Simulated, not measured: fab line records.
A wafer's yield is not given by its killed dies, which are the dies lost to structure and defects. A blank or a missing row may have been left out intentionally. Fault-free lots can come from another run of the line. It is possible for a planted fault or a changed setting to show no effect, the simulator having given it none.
fab line records | flow nand-harc
[record] lots = 5 wafers = 13 last-day = 33
route steps=1302 shown P_M0@259 END@1302
lots with no fault: from the same line, run without faults
start-h: the number of hours between the record's first day and the start of the first shown wafer of the lot | wait-h: time in hours since the lot's previous step | " repeats the value in the row above | L1.1+2: a row that stands for several wafers | - no value, or no start was given | * or withheld: withheld | < > ~ a bound
route shown NAME@n: a module of which the file shows steps, and the number in the route of the first | usual: average and standard deviation across the fault-free wafers | same: alike in all rows | chamber/n: place in a boat | sites: the reading at each site | _std_site: the values' standard deviation | _edge_site: inner sites' mean taken away from outer sites' mean | radius-mm: for every site, how far away it sits from the centre of the wafer | mask NAME#n: copy n | behind: the tool/chamber that last shaped the wafer | hold: the reason the lot was held/the length of the hold in hours/how it ended | device: names the non-switching transistor (n, p or np) | end of line: the same wafers' tests at the end of the route | a step without rows: its recipe alone | killed: not the wafer's yield, but the dies lost to structure and defects at the first sort | map: a wafer's dies, marking killed ones x, the rest . and places with no die _
set.NAME: the setting the step ran with; set.NAME@STEP: the setting that earlier step ran with | model.NAME: the simulator's own value behind a step, which no gauge read
lots seen at some steps along the route; tables by step, rows by wafer
services: a tool's chamber out of use, with start hour (start-h, from the record's first day; less than 0 if before it), hours out, and reason
[[steps]]
[step NHARC_P_M0_EBR_05]
[step NHARC_P_M0_EXPOSE_06]
[recipe] na = 1.35 target-cd-nm = 90 dose-mj = 81.28 mask-id = P_M0
[step NHARC_P_M0_PEB_07]
[recipe] peb-temp-c = 100 peb-time-s = 65
[step NHARC_P_M0_DEVELOP_08]
[recipe] develop-time-s = 35 dev-temp-c = 23
[step NHARC_P_M0_CD_MEAS_09]
[recipe] target-cd-nm = 90 landing-energy-ev = 500
[usual] cd-nm = 89.9/0.6
// columns lot.wafer tool chamber start-h wait-h cd-nm
L951.2 cd-sem-03 0 196.43 - 89.4
L958.1 cd-sem-03 0 266.17 - 90.0
L958.2 " 0 " " 89.3
L958.3 " 0 " " 90.4
L964.1 cd-sem-01 0 316.67 - 89.7
L964.3 " 0 " " 89.0
L964.5 " 0 " " 89.5
L965.1 cd-sem-01 0 340.45 - 91.0
L965.2 " 0 " " 90.8
L965.4 " 0 " " 91.2
L967.1 cd-sem-02 0 347.77 - 90.1
L967.4 " 0 " " 89.4
L967.6 " 0 " " 89.7
[step NHARC_P_M0_OVL_MEAS_10]
[recipe] pitch-nm = 180
[usual] overlay-x-nm = 0.0/0.85 overlay-y-nm = -0.1/0.75
// columns lot.wafer tool chamber start-h wait-h overlay-x-nm overlay-y-nm
L951.2 overlay-02 - 196.52 - -2.0 0.0
L958.1 overlay-01 - 266.25 - -0.1 -0.5
L958.2 " - " " -0.3 -0.2
L958.3 " - " " -0.5 0.2
L964.1 overlay-02 - 316.76 - -0.9 -0.8
L964.3 " - " " -0.5 -0.9
L964.5 " - " " -1.3 -1.2
L965.1 overlay-01 - 340.53 - -0.8 -0.5
L965.2 " - " " -1.0 -0.8
L965.4 " - " " -0.6 -0.4
L967.1 overlay-01 - 347.86 - 1.5 0.1
L967.4 " - " " 0.7 0.0
L967.6 " - " " 0.8 0.0
[step NHARC_P_M0_INSPECT_11]
[usual] raw-defect-count = 4/3.1
// columns lot.wafer tool chamber start-h wait-h raw-defect-count
L951.2 defect-inspect-01 - 196.55 0.0 2
L958.1 defect-inspect-02 - 266.29 0.0 6
L958.2 " - " " 5
L958.3 " - " " 15
L964.1 defect-inspect-02 - 316.79 0.0 2
L964.3 " - " " 1
L964.5 " - " " 2
L965.1 defect-inspect-02 - 340.57 0.0 6
L965.2 " - " " 8
L965.4 " - " " 10
L967.1 defect-inspect-01 - 347.90 0.0 1
L967.4 " - " " 4
L967.6 " - " " 9
[step NHARC_P_M0_DESCUM_14]
[recipe] time-s = 3 o2-flow-sccm = 200 ar-flow-sccm = 0 bias-power-w = 0 chemistry = O2
[step NHARC_P_M0_ETCH_34]
[recipe] target-depth-a = 400 overetch-a = 120 time-s = 43.94 ion-energy-ev = 200 n2-flow-sccm = 150 h2-flow-sccm = 150 ar-flow-sccm = 0 rf-w = 400 bias-w = 150 chemistry = N2/H2
[usual] drypump-motor-current-A = 6.06/0.26 oes-product-au = 1.003/0.0071 rf-vpp-V = 430.1/1.9 showerhead-plenum-p-Torr = 2.02/0.063 throttle-valve-pct = 14.171/0.009
// columns lot.wafer tool chamber start-h wait-h drypump-motor-current-A oes-product-au rf-hours-counter-h rf-vpp-V showerhead-plenum-p-Torr throttle-valve-pct
L951.2 rie-diel-13 3 196.99 0.4 6.61 0.995 11 428.8 1.97 14.187
L958.3 rie-diel-12 1 266.44 0.1 6.21 1.017 53 427.7 1.89 14.172
L958.1 " 3 " " 5.88 0.994 53 426.0 1.87 14.165
L958.2 " 0 " " 6.22 0.999 56 428.9 1.98 14.181
L964.1 rie-diel-10 3 317.67 0.1 5.81 1.013 11 429.7 2.00 14.155
L964.3 " 1 " " 5.67 1.009 12 429.0 2.01 14.165
L964.5 " 2 " " 6.27 1.000 - 430.4 2.02 14.168
L965.2 rie-diel-10 2 340.72 0.1 6.26 0.997 14 430.9 2.02 14.162
L965.4 " 3 " " 5.78 0.998 13 428.7 1.99 14.166
L965.1 " 1 " " 5.67 0.999 15 429.4 2.01 14.187
L967.4 rie-diel-10 0 348.05 0.1 6.16 1.009 15 433.7 2.10 14.174
L967.1 " 1 " " 5.67 1.000 16 430.4 2.01 14.187
L967.6 " 2 " " 6.27 0.993 - 430.1 2.02 14.186
[step NHARC_P_M0_ETCH_15]
[recipe] target-depth-a = 1500 overetch-a = 150 time-s = 82.5 c4f8-flow-sccm = withheld ar-flow-sccm = 400 rf-w = 600 bias-w = 300 chemistry = C4F8/Ar
[usual] oes-product-au = 0.959/0.019 rf-vpp-V = 440.3/1.9
// columns lot.wafer tool chamber start-h wait-h oes-product-au rf-hours-counter-h rf-vpp-V
L951.2 rie-diel-13 2 - - 0.952 12 442.7
L958.3 rie-diel-12 0 - - 0.925 56 439.4
L958.2 " 1 " " 0.924 53 437.0
L958.1 " 3 " " 0.927 53 436.9
L964.3 rie-diel-10 3 - - 0.962 11 439.9
L964.1 " 0 " " 0.958 12 442.4
L964.5 " 3 " " 0.957 - 439.5
L965.1 rie-diel-10 1 - - 0.968 15 440.4
L965.2 " 2 " " 0.980 14 441.1
L965.4 " 0 " " 0.964 14 442.5
L967.1 rie-diel-10 0 - - 0.984 15 443.0
L967.4 " 3 " " 0.994 15 438.8
L967.6 " 1 " " 0.960 - 439.3
[step NHARC_P_M0_CD_MEAS_16]
[usual] cd-nm = 89.7/0.71
// columns lot.wafer tool chamber start-h wait-h cd-nm
L951.2 cd-sem-03 - 197.19 - 89.0
L958.1 cd-sem-03 - 266.65 - 89.9
L958.2 " - " " 89.0
L958.3 " - " " 90.0
L964.1 cd-sem-02 - 317.89 - 89.4
L964.3 " - " " 89.1
L964.5 " - " " 89.6
L965.1 cd-sem-01 - 340.93 - 90.7
L965.2 " - " " 90.9
L965.4 " - " " 90.7
L967.1 cd-sem-03 - 348.26 - 90.2
L967.4 " - " " 89.0
L967.6 " - " " 88.8
[step NHARC_P_M0_STRIP_18]
[recipe] power-w = 1000 n2-flow-sccm = 150 h2-flow-sccm = 150 ar-flow-sccm = 0 bias-w = 0 chemistry = N2/H2
[usual] drypump-motor-current-A = 6.10/0.25 oes-product-au = 1.001/0.0079 rf-vpp-V = 90.4/0.89 showerhead-plenum-p-Torr = 2.01/0.075 throttle-valve-pct = 14.172/0.009
// columns lot.wafer tool chamber start-h wait-h drypump-motor-current-A oes-product-au rf-hours-counter-h rf-vpp-V showerhead-plenum-p-Torr throttle-valve-pct
L951.2 rie-diel-10 2 197.26 0.1 6.26 0.988 19 89.9 2.03 14.169
L958.1 rie-diel-12 3 266.75 0.1 5.89 1.003 53 89.4 1.87 14.168
L958.2 " 0 " " 6.21 1.003 56 91.6 1.99 14.177
L958.3 " 1 " " 6.20 1.010 53 90.1 1.89 14.182
L964.3 rie-diel-10 3 318.01 0.1 5.82 0.999 11 90.3 2.00 14.181
L964.1 " 0 " " 6.18 1.003 12 90.3 2.10 14.181
L964.5 " 1 " " 5.70 0.999 - 89.9 2.01 14.182
L965.4 rie-diel-13 1 341.03 0.1 6.43 0.996 64 89.8 1.89 14.175
L965.1 " 2 " " 5.98 0.999 56 91.4 2.06 14.170
L965.2 " 3 " " 6.65 0.986 58 90.5 1.95 14.172
L967.4 rie-diel-10 2 348.36 0.1 6.25 1.000 15 90.6 2.02 14.183
L967.1 " 0 " " 6.16 1.004 16 90.9 2.10 14.174
L967.6 " 2 " " 6.27 0.992 - 92.0 2.02 14.170
[step NHARC_P_M0_STRIP_19]
[recipe] time-s = 600 temp-c = 30 chemistry = post-etch-residue-remover
// columns lot.wafer tool chamber start-h wait-h
L951.2 wet-bench-07 6 197.63 -
L958.3+2+1 wet-bench-07 1,3,4 267.00 -
L964.3+1+5 wet-bench-07 2,4,5 318.26 -
L965.1+2+4 wet-bench-03 7,2,3 341.29 -
L967.1+4+6 wet-bench-03 6,7,0 348.61 -
[step NHARC_P_M0_DEGAS_28]
[recipe] temp-c = 250 time-s = 60
[step NHARC_P_M0_PRE_CLEAN_29]
[recipe] time-s = 30 temp-c = 280 gas = H2/He
[usual] heater-power-w = 409/39
// columns lot.wafer tool chamber start-h wait-h heater-power-w
L951.2 pvd-sputter-01 - - - 389
L958.1 pvd-sputter-03 - - - 448
L958.3 " - " " 451
L958.2 " - " " 433
L964.1 pvd-sputter-03 - - - 420
L964.3 " - " " 447
L964.5 " - " " 440
L965.4 pvd-sputter-01 - - - 414
L965.2 " - " " 361
L965.1 " - " " 316
L967.4 pvd-sputter-02 - - - 431
L967.1 " - " " 375
L967.6 " - " " 435
[step NHARC_P_M0_PVD_20]
[recipe] target-thk-a = 50 bias-v = 168.6 power-w = 15000 chamber-pressure-pa = 0.12 time-s = 8.06 substrate-temp-c = 50 material = TaN
[step NHARC_P_M0_PVD_21]
[recipe] target-thk-a = 300 chamber-pressure-pa = 5 power-w = 5000 substrate-temp-c = 30 time-s = 20.49 material = Cu
[step NHARC_P_M0_ECD_22]
[recipe] target-thk-a = 4000 bath-temp-c = 25 material = Cu
[step NHARC_P_M0_ANNEAL_30]
[recipe] temp-c = 225 time-s = 90
[step NHARC_P_M0_CMP_23]
[recipe] t-overpolish-s = 20 target-thk-nm = 117.54
[usual] motor-current-A = 12.5/1.4 slurry-flow-ml-min = 150.0/0.47 time-to-endpoint-s = 28.3/1.8
// columns lot.wafer tool chamber start-h wait-h motor-current-A slurry-flow-ml-min time-to-endpoint-s
L951.2 cmp-02 0 198.97 - 9.2 149.7 28.9
L958.1 cmp-03 3 268.35 - 15.2 150.7 29.5
L958.3 " 1 " " 12.1 149.3 30.8
L958.2 " 2 " " 11.2 149.1 28.4
L964.3 cmp-01 2 319.65 - 11.6 150.7 29.5
L964.1 " 3 " " 12.4 149.8 29.0
L964.5 " 0 " " 12.9 149.6 27.6
L965.1 cmp-03 1 342.63 - 13.1 149.9 29.5
L965.4 " 2 " " 11.4 149.8 27.6
L965.2 " 0 " " 12.6 150.3 26.9
L967.4 cmp-01 3 349.98 - 12.4 151.3 26.5
L967.1 " 1 " " 13.1 149.8 25.7
L967.6 " 2 " " 12.8 150.1 28.8
[step NHARC_P_M0_THK_MEAS_24]
[recipe] thk-meas-gauge = xrf
[usual] thk-nm = 117.3/1.3
// columns lot.wafer tool chamber start-h wait-h thk-nm
L951.2 film-metro-01 - 199.25 - 117.9
L958.1 film-metro-01 - 268.67 - 120.2
L958.2 " - " " 117.4
L958.3 " - " " 118.5
L964.1 film-metro-01 - 319.91 - 117.4
L964.3 " - " " 118.7
L964.5 " - " " 117.4
L965.1 film-metro-01 - 342.95 - 118.8
L965.2 " - " " 115.9
L965.4 " - " " 117.5
L967.1 film-metro-01 - 350.27 - 120.7
L967.4 " - " " 120.3
L967.6 " - " " 118.7
[step NHARC_P_M0_SRD_25]
[step NHARC_END_SORT_01]
[recipe] temp-c = 25
[usual] defect-limited-yield = 91.6/2.6 killed-at-array = 51/17 killed-at-other = 1.6/2.1 killed-at-periphery = 4/3.2 killed-dies = 57/18 killed-open = 2.9/1.7 killed-short = 2.3/1.3 sort_bin_2_pct = 3.0/1.2 sort_bin_3_pct = 0.7/0.43 sort_bin_4_pct = 4.7/1.4 sort-n-pass = 620/18 sort-rim-yield-pct = 87/4.8 sort-yield-pct = 91.6/2.6
[same] gross-dies = 677 sort_bin_5_pct[%] = 0 sort_bin_6_pct[%] = 0 sort_bin_7_pct[%] = 0 sort_bin_8_pct[%] = 0 sort-rim-n-gross = 106.00
// columns lot.wafer tool chamber start-h wait-h defect-limited-yield[%] killed-at-array killed-at-other killed-at-periphery killed-dies killed-open killed-short sort_bin_2_pct[%] sort_bin_3_pct[%] sort_bin_4_pct[%] sort-n-pass sort-rim-yield-pct[%] sort-yield-pct[%]
L951.2 prober-02 0 639.11 2.8 82.9 51 1 64 116 2 4 5.5 4.0 7.7 561 74 82.9
L964.1 prober-02 0 772.53 2.5 91.4 51 7 0 58 1 3 3.0 0.6 5.0 619 86 91.4
L964.3 prober-02 0 774.13 3.1 91.6 47 10 0 57 4 2 2.8 0.9 4.7 620 86 91.6
L964.5 prober-02 0 775.73 3.7 92.0 48 5 1 54 5 5 2.7 1.5 3.8 623 91 92.0
L965.1 prober-02 0 780.34 2.5 93.2 40 0 6 46 3 2 2.4 0.6 3.8 631 89 93.2
// killed by level:class
L951.2 P_M0:unspecified=62 A_CHANNEL_HOLE_D2:chamber-film-flake=33 A_CONTACT:chamber-film-flake=6 A_STAIRCASE:chamber-film-flake=4 A_CHANNEL_HOLE_D1:chamber-film-flake=2 P_CONTACT:geometric-particle:short=1 A_CHANNEL_HOLE_D1:geometric-particle:short=1 A_CHANNEL_HOLE_D2:geometric-particle:short=1
L964.1 A_SLIT:chamber-film-flake=17 A_CHANNEL_HOLE_D2:chamber-film-flake=12 A_CHANNEL_HOLE_D1:chamber-film-flake=10 THIN_TSV:chamber-film-flake=7 A_CONTACT:chamber-film-flake=4 A_ZERO_WELL:chamber-film-flake=2 A_STAIRCASE:chamber-film-flake=2 A_CHANNEL_FILL_D2:geometric-particle:open=1
L964.3 A_SLIT:chamber-film-flake=16 A_CHANNEL_HOLE_D2:chamber-film-flake=14 THIN_TSV:chamber-film-flake=10 A_CHANNEL_HOLE_D1:chamber-film-flake=8 A_CONTACT:chamber-film-flake=3 A_DECK1_JOINT:geometric-particle:open=2 A_ONON_D1:geometric-particle:open=1 A_DECK1_JOINT:geometric-particle:short=1
L964.5 A_SLIT:chamber-film-flake=15 A_CHANNEL_HOLE_D2:chamber-film-flake=12 A_CONTACT:chamber-film-flake=6 THIN_TSV:chamber-film-flake=5 A_CHANNEL_HOLE_D1:chamber-film-flake=4 A_M0:geometric-particle:open=2 A_ONON_D1:geometric-particle:short=1 A_CHANNEL_FILL_D1:geometric-particle:open=1
L965.1 A_CHANNEL_HOLE_D1:chamber-film-flake=12 A_SLIT:chamber-film-flake=7 A_STAIRCASE:chamber-film-flake=7 P_GATE:chamber-film-flake=5 A_CONTACT:chamber-film-flake=5 A_ZERO_WELL:chamber-film-flake=2 A_WL_FILL:chamber-film-flake=2 A_DECK1_JOINT:geometric-particle:open=1
// map L951.2 (x killed, . not)
____________.____________
_________x......_________
_______.x........._______
______.............______
_____..............x_____
____x.............x.x____
____..............xxx____
___..............x.xxx___
___....x.........xxxxx___
__...............xxxxxx__
__................xxxxx__
_x...x............xxxxxx_
_....x...........xxxxxxx_
_.................xxxxxx_
_.................xxxxxx_
_..............x...xxxxx_
....................xxx..
....x.................xxx
.........................
.........................
.........................
_......................._
_x.........x........x..._
_...............x......._
_......................._
_......................._
__...x...........x.....__
__.....................__
___......xxx..........___
___.....x.xx..........___
____...xxxxx....x....____
____.....xxx....x.x..____
_____.x.xxxx....x.x._____
______.xxxxxx......______
_______.xxxx.x...._______
_________xxxx..._________
____________.____________
// map L958.1 (x killed, . not)
____________.____________
_________......._________
_______..........._______
______.............______
_____..............._____
____.................____
____.................____
___..........x........___
___...................___
__..................x..__
__.................x...__
_x................xx...._
_......................._
_......................._
_.x....................._
_......................._
............x............
....x....................
.........................
.........................
.....x.............xx....
_......................._
_..x................x.x._
_x..x..x..........xx...._
_......................._
_................x......_
__.....................__
__.....................__
___...................___
___..x...x............___
____x.x.........x....____
____.x.xx............____
_____....x.......xx._____
______x............______
_______..........._______
_________.x...x._________
____________.____________
[[services]]
// columns tool chamber start-h hours kind
rie-diel-10 3 176.46 43.7 repair
pvd-sputter-03 - 177.59 10.0 pm
rie-diel-13 0 187.06 2.8 repair
pvd-sputter-03 - 188.46 6.7 repair
cmp-01 - 192.13 4.0 pm
rie-diel-12 3 193.36 5.1 repair
wet-bench-03 - 210.40 8.0 pm
cmp-03 - 215.15 0.8 repair
pvd-sputter-01 - 223.88 3.4 repair
cmp-01 - 235.44 1.6 repair
rie-diel-10 - 242.50 9.0 pm
rie-diel-13 3 245.28 6.7 repair
cmp-01 - 246.54 1.5 repair
rie-diel-13 2 254.17 14.4 repair
pvd-sputter-03 - 254.17 5.1 repair
cmp-03 - 262.38 4.0 pm
rie-diel-12 - 268.56 9.0 pm
cmp-01 - 278.71 1.1 repair
pvd-sputter-02 - 282.00 10.0 pm
pvd-sputter-01 - 288.30 2.2 repair
cmp-01 - 290.13 4.0 pm
rie-diel-12 0 328.95 3.0 repair
wet-bench-07 - 336.00 8.0 pm
rie-diel-13 - 342.08 9.0 pm
[[key]]
[first-sign] step = NHARC_END_SORT_01 reading = killed-at-periphery direction = up sigmas = 19 usual = 4 struck = 64
[effect] step = NHARC_END_SORT_01 reading = killed-dies direction = up sigmas = 3.3 usual = 57 struck = 116
[more-kills-born-at] NHARC_P_M0_STRIP_19@wet-bench-07 = 62
met-at NHARC_P_M0_STRIP_19
struck-wafers L951.2
also-fits NHARC_P_M0_ETCH_34:rie-diel-13,NHARC_P_M0_ETCH_15:rie-diel-13,NHARC_P_M0_CMP_23:cmp-02
[fault] kind = chamber-particle-source tool = wet-bench-07 chamber = 6 onset-h = 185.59 steps = NHARC_P_M0_STRIP_19 rate-per-visit-cm2 = 1.8717 end-h = 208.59
